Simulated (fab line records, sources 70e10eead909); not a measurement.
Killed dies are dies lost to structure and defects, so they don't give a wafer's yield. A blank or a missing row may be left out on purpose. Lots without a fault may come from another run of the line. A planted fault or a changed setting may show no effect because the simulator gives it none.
fab line records | flow nand_harc | part 2 of 2: steps 34 to 45 of 45
record lots=5 wafers=15 last_day=30
route steps=1302 shown P_ZERO_WELL@39 P_STI@69
lots that met no fault: from a run of the same line without faults
start_h: hours from the record's first day to the start of the lot's first wafer shown | wait_h: hours since the lot's step before | " the same as in the row above | L1.1+2: a row that stands for several wafers | - no value, or no start given | * or withheld: withheld | < > ~ a bound
route shown NAME@n: a module of which the file shows steps, and the number in the route of the first | usual: mean/standard deviation of fault-free wafers | same: alike in all rows | chamber/n: place in a boat | sites: the reading at each site | _std_site: their standard deviation | _edge_site: outer sites' mean less inner sites' | radius_mm: how far each site lies from the wafer's centre | mask NAME#n: copy n | behind: the tool/chamber that last shaped the wafer | hold: why the lot was held/for how many hours/how that ended | device: the transistor (n, p or np) that didn't switch | end of line: the same wafers' tests at the end of the route | a step without rows: its recipe alone | killed: dies lost to structure and defects at the first sort, not the wafer's yield | map: a wafer's dies, x killed, . not, _ none there
set.NAME: the setting as run; set.NAME@STEP: as run at that earlier step | model.NAME: the simulator's own value behind a step, which no gauge read
lots at some steps of the route; a table a step, a row a wafer
services: from which hour (start_h, from the record's first day; less than 0 if before it) a tool's chamber was out of use, for how many hours, and why
## steps
# step NHARC_P_STI_OXIDE_29
# recipe target_thk_a=100 temp_c=900 ox_time_s=1362 material=SiO2
# usual ox_temp_c=900.0/0.38
# columns lot.wafer tool chamber start_h wait_h ox_temp_c
L075.1 furnace-03 0 38.46 - 900.5
L075.3 " 0 " " 899.6
L075.6 " 0 " " 900.1
L078.2 furnace-04 0 70.80 - 900.4
L078.5 " 0 " " 899.9
L078.6 " 0 " " 900.0
L081.2 furnace-04 0 102.84 - 899.8
L081.3 " 0 " " 900.0
L081.5 " 0 " " 899.7
L085.2 furnace-02 0 143.12 - 900.1
L085.5 " 0 " " 900.3
L085.6 " 0 " " 900.1
L090.2 furnace-02 0 192.62 - 900.0
L090.4 " 0 " " 899.9
L090.6 " 0 " " 900.0
# step NHARC_P_STI_HM_DEP_30
# recipe target_thk_a=800 temp_c=790 pressure_mtorr=300 time_s=873 material=Si3N4
# columns lot.wafer tool chamber start_h wait_h
L075.1+3+6 lpcvd-02 1 45.58 3.5
L078.2+5+6 lpcvd-01 1 77.95 3.5
L081.2+3+5 lpcvd-02 1 109.97 3.5
L085.2+5+6 lpcvd-02 1 150.32 3.5
L090.2+4+6 lpcvd-01 1 199.81 3.5
# step NHARC_P_STI_DEHYDRATE_01
# recipe temp_c=150 time_s=120
# usual heater_power_total_W=182.5/1.3
# columns lot.wafer tool chamber start_h wait_h heater_power_total_W
L075.1 litho_track-02 0 49.23 0.4 184.6
L075.3 " 0 " " 184.3
L075.6 " 0 " " 180.9
L078.2 litho_track-05 0 81.59 0.4 180.8
L078.5 " 0 " " 182.3
L078.6 " 0 " " 181.0
L081.2 litho_track-05 0 113.58 0.4 183.2
L081.3 " 0 " " 181.0
L081.5 " 0 " " 183.0
L085.2 litho_track-07 0 153.96 0.4 184.1
L085.5 " 0 " " 181.5
L085.6 " 0 " " 184.3
L090.2 litho_track-07 0 203.44 0.4 181.3
L090.4 " 0 " " 184.2
L090.6 " 0 " " 182.3
# step NHARC_P_STI_HMDS_02
# recipe time_s=30
# columns lot.wafer tool chamber start_h wait_h
L075.1+3+6 litho_track-02 0 - -
L078.2+5+6 litho_track-05 0 - -
L081.2+3+5 litho_track-05 0 - -
L085.2+5+6 litho_track-07 0 - -
L090.2+4+6 litho_track-07 0 - -
# step NHARC_P_STI_COAT_41
# recipe temp_c=200 time_s=65
# usual heater_power_total_W=386.1/1.3
# columns lot.wafer tool chamber start_h wait_h heater_power_total_W
L075.1 litho_track-02 0 - - 387.4
L075.3 " 0 " " 385.1
L075.6 " 0 " " 388.0
L078.2 litho_track-05 0 - - 385.6
L078.5 " 0 " " 387.3
L078.6 " 0 " " 384.8
L081.2 litho_track-05 0 - - 384.5
L081.3 " 0 " " 384.4
L081.5 " 0 " " 385.7
L085.2 litho_track-07 0 - - 385.4
L085.5 " 0 " " 388.0
L085.6 " 0 " " 385.6
L090.2 litho_track-07 0 - - 386.2
L090.4 " 0 " " 385.7
L090.6 " 0 " " 386.6
# step NHARC_P_STI_COAT_03
# recipe spin_rpm=2000 resist_thk_nm=600
# usual spin_speed_rpm=1999.9/1.4
# columns lot.wafer tool chamber start_h wait_h spin_speed_rpm
L075.1 litho_track-02 0 - - 2003.5
L075.3 " 0 " " 1998.6
L075.6 " 0 " " 2004.1
L078.2 litho_track-05 0 - - 1999.2
L078.5 " 0 " " 1998.2
L078.6 " 0 " " 2000.1
L081.2 litho_track-05 0 - - 2001.7
L081.3 " 0 " " 2001.1
L081.5 " 0 " " 2001.7
L085.2 litho_track-07 0 - - 1999.7
L085.5 " 0 " " 2000.1
L085.6 " 0 " " 2000.2
L090.2 litho_track-07 0 - - 1996.9
L090.4 " 0 " " 1999.1
L090.6 " 0 " " 1998.7
# step NHARC_P_STI_SOFTBAKE_04
# recipe temp_c=125 time_s=70
# usual heater_power_total_W=200.8/1.2
# columns lot.wafer tool chamber start_h wait_h heater_power_total_W
L075.1 litho_track-02 0 - - 199.8
L075.3 " 0 " " 202.4
L075.6 " 0 " " 202.0
L078.2 litho_track-05 0 - - 202.7
L078.5 " 0 " " 200.7
L078.6 " 0 " " 202.6
L081.2 litho_track-05 0 - - 198.8
L081.3 " 0 " " 199.5
L081.5 " 0 " " 201.1
L085.2 litho_track-07 0 - - 198.9
L085.5 " 0 " " 202.4
L085.6 " 0 " " 202.2
L090.2 litho_track-07 0 - - 198.9
L090.4 " 0 " " 199.9
L090.6 " 0 " " 199.9
# step NHARC_P_STI_EBR_05
# columns lot.wafer tool chamber start_h wait_h
L075.1+3+6 litho_track-02 0 - -
L078.2+5+6 litho_track-05 0 - -
L081.2+3+5 litho_track-05 0 - -
L085.2+5+6 litho_track-07 0 - -
L090.2+4+6 litho_track-07 0 - -
# step NHARC_P_STI_EXPOSE_06
# recipe na=0.55 target_cd_nm=200 dose_mj=37.69 mask_id=P_STI
# usual reticle_temp_C=23.00/0.12
# columns lot.wafer tool chamber start_h wait_h mask reticle_temp_C
L075.1 krf_scanner-01 0 49.53 - P_STI#0 23.13
L075.3 " 0 " " P_STI#0 23.08
L075.6 " 0 " " P_STI#0 22.91
L078.2 krf_scanner-04 0 81.76 - P_STI#0 22.96
L078.5 " 0 " " P_STI#0 23.04
L078.6 " 0 " " P_STI#0 23.20
L081.2 krf_scanner-04 0 113.87 - P_STI#0 22.90
L081.3 " 0 " " P_STI#0 22.99
L081.5 " 0 " " P_STI#0 22.79
L085.2 krf_scanner-03 0 154.26 - P_STI#0 23.00
L085.5 " 0 " " P_STI#0 22.91
L085.6 " 0 " " P_STI#0 22.89
L090.2 krf_scanner-03 0 203.61 - P_STI#0 23.00
L090.4 " 0 " " P_STI#0 22.98
L090.6 " 0 " " P_STI#0 22.86
# step NHARC_P_STI_PEB_07
# recipe peb_temp_c=128 peb_time_s=80
# usual heater_power_total_W=189.9/0.77
# columns lot.wafer tool chamber start_h wait_h heater_power_total_W
L075.1 litho_track-02 0 49.60 0.1 188.6
L075.3 " 0 " " 190.8
L075.6 " 0 " " 189.6
L078.2 litho_track-02 0 81.82 0.1 188.6
L078.5 " 0 " " 188.8
L078.6 " 0 " " 188.7
L081.2 litho_track-07 0 113.93 0.1 189.3
L081.3 " 0 " " 189.1
L081.5 " 0 " " 190.7
L085.2 litho_track-02 0 154.32 0.1 189.3
L085.5 " 0 " " 190.4
L085.6 " 0 " " 188.7
L090.2 litho_track-02 0 203.67 0.1 190.5
L090.4 " 0 " " 190.3
L090.6 " 0 " " 189.5
# step NHARC_P_STI_DEVELOP_08
# recipe time_s=50 dev_temp_c=22
# usual developer_temp_C=21.98/0.11
# columns lot.wafer tool chamber start_h wait_h developer_temp_C
L075.1 litho_track-02 0 - - 21.81
L075.3 " 0 " " 22.18
L075.6 " 0 " " 21.99
L078.2 litho_track-02 0 - - 21.93
L078.5 " 0 " " 21.89
L078.6 " 0 " " 21.93
L081.2 litho_track-07 0 - - 22.17
L081.3 " 0 " " 21.87
L081.5 " 0 " " 22.01
L085.2 litho_track-02 0 - - 22.09
L085.5 " 0 " " 21.92
L085.6 " 0 " " 22.01
L090.2 litho_track-02 0 - - 21.84
L090.4 " 0 " " 21.91
L090.6 " 0 " " 21.95
# step NHARC_P_STI_CD_MEAS_09
# recipe target_cd_nm=200 landing_energy_ev=500
# usual cd_nm=199.5/2.7
# columns lot.wafer tool chamber start_h wait_h cd_nm
L075.1 cd_sem-02 0 49.69 - 198.8
L075.3 " 0 " " 199.3
L075.6 " 0 " " 201.4
L078.2 cd_sem-02 0 81.91 - 199.2
L078.5 " 0 " " 200.3
L078.6 " 0 " " 201.3
L081.2 cd_sem-01 0 114.02 - 204.2
L081.3 " 0 " " 195.2
L081.5 " 0 " " 198.5
L085.2 cd_sem-01 0 154.41 - 202.3
L085.5 " 0 " " 198.1
L085.6 " 0 " " 202.3
L090.2 cd_sem-01 0 203.76 - 198.2
L090.4 " 0 " " 200.9
L090.6 " 0 " " 196.6
## services
# columns tool chamber start_h hours kind
krf_scanner-04 - 10.00 4.0 pm
krf_scanner-01 - 10.64 2.4 repair
wet_bench-06 - 17.62 8.0 pm
implanter-01 - 24.19 3.9 repair
wet_bench-03 - 34.48 8.0 pm
wet_bench-04 - 51.20 8.0 pm
litho_track-02 - 52.00 7.0 pm
wet_bench-02 - 68.00 8.0 pm
krf_scanner-01 - 71.31 9.1 repair
litho_track-07 - 76.00 7.0 pm
rie_diel-13 - 79.83 2.3 repair
implanter-01 - 95.14 4.1 repair
litho_track-03 - 100.00 7.0 pm
wet_bench-09 - 107.69 0.9 repair
krf_scanner-01 - 111.27 0.3 repair
litho_track-05 - 124.00 7.0 pm
krf_scanner-01 - 140.00 4.0 pm
implanter-02 - 146.11 13.0 pm
wet_bench-04 - 152.05 3.8 repair
rie_diel-13 - 166.85 9.0 pm
krf_scanner-01 - 169.85 5.5 repair
wet_bench-09 - 176.80 8.0 pm
krf_scanner-04 - 182.00 4.0 pm
wet_bench-06 - 193.62 8.0 pm
